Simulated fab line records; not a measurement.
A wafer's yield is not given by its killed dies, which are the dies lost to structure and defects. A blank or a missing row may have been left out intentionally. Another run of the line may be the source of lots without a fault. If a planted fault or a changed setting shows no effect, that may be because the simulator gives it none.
Chamber matching / flow nand-harc / 4 sister chambers for NHARC_A_M1_CMP_23 on cmp-01
The step polishes, t overpolish 20 s, target thk 154.34 nm. 7 wafers are shown with their chamber, then 8 later ones without.

EACH WAFER AND ITS CHAMBER
wafer=L849.3; chamber=3; motor-current-A (A)=12.9; slurry-filter-dp-kPa (kPa)=13.41
wafer=L851.1; chamber=0; motor-current-A (A)=12.1; slurry-filter-dp-kPa (kPa)=13.45
wafer=L851.3; chamber=2; motor-current-A (A)=13.0; slurry-filter-dp-kPa (kPa)=13.52
wafer=L856.6; chamber=2; motor-current-A (A)=12.5; slurry-filter-dp-kPa (kPa)=13.61
wafer=L860.5; chamber=0; motor-current-A (A)=12.1; slurry-filter-dp-kPa (kPa)=13.49
wafer=L860.6; chamber=1; motor-current-A (A)=9.8; slurry-filter-dp-kPa (kPa)=13.45
wafer=L861.1; chamber=1; motor-current-A (A)=10.1; slurry-filter-dp-kPa (kPa)=13.42

WAFERS WITH NO CHAMBER GIVEN
wafer=L861.2; motor-current-A (A)=12.7; slurry-filter-dp-kPa (kPa)=13.49
wafer=L861.4; motor-current-A (A)=12.3; slurry-filter-dp-kPa (kPa)=13.55
wafer=L868.2; motor-current-A (A)=12.9; slurry-filter-dp-kPa (kPa)=13.42
wafer=L868.3; motor-current-A (A)=12.7; slurry-filter-dp-kPa (kPa)=13.41
wafer=L868.4; motor-current-A (A)=10.1; slurry-filter-dp-kPa (kPa)=13.31
wafer=L867.2; motor-current-A (A)=10.5; slurry-filter-dp-kPa (kPa)=13.36
wafer=L867.3; motor-current-A (A)=12.2; slurry-filter-dp-kPa (kPa)=13.19
wafer=L867.6; motor-current-A (A)=9.7; slurry-filter-dp-kPa (kPa)=13.21

WHICH CHAMBER EACH WENT THROUGH
wafer=L861.2; from the rows above=can't be placed: 2 or 3 or 0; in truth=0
wafer=L861.4; from the rows above=can't be placed: 2 or 0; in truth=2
wafer=L868.2; from the rows above=3; in truth=3
wafer=L868.3; from the rows above=3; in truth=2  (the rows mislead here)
wafer=L868.4; from the rows above=1; in truth=1
wafer=L867.2; from the rows above=1; in truth=1
wafer=L867.3; from the rows above=can't be placed: 3 or 0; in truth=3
wafer=L867.6; from the rows above=1; in truth=1
4 of 8 placed correctly. Cannot be placed on the basis of these rows: 3; the candidates contain the true chamber in 3. 1 placed wrongly.
How it was worked out, from the rows above alone: a wafer's distance from a chamber is the root of the sum, over the readings, of the square of ((its reading less the chamber's mean) divided by the reading's scatter). The wafer belongs to the nearest chamber; if the next one is less than 2 further off, it can't be placed. For every chamber, the mean is computed from those of its wafers that are shown. The scatter: take each reading less its chamber's mean, square it, sum over the shown wafers, divide by the number of wafers less the number of chambers, and take the root.
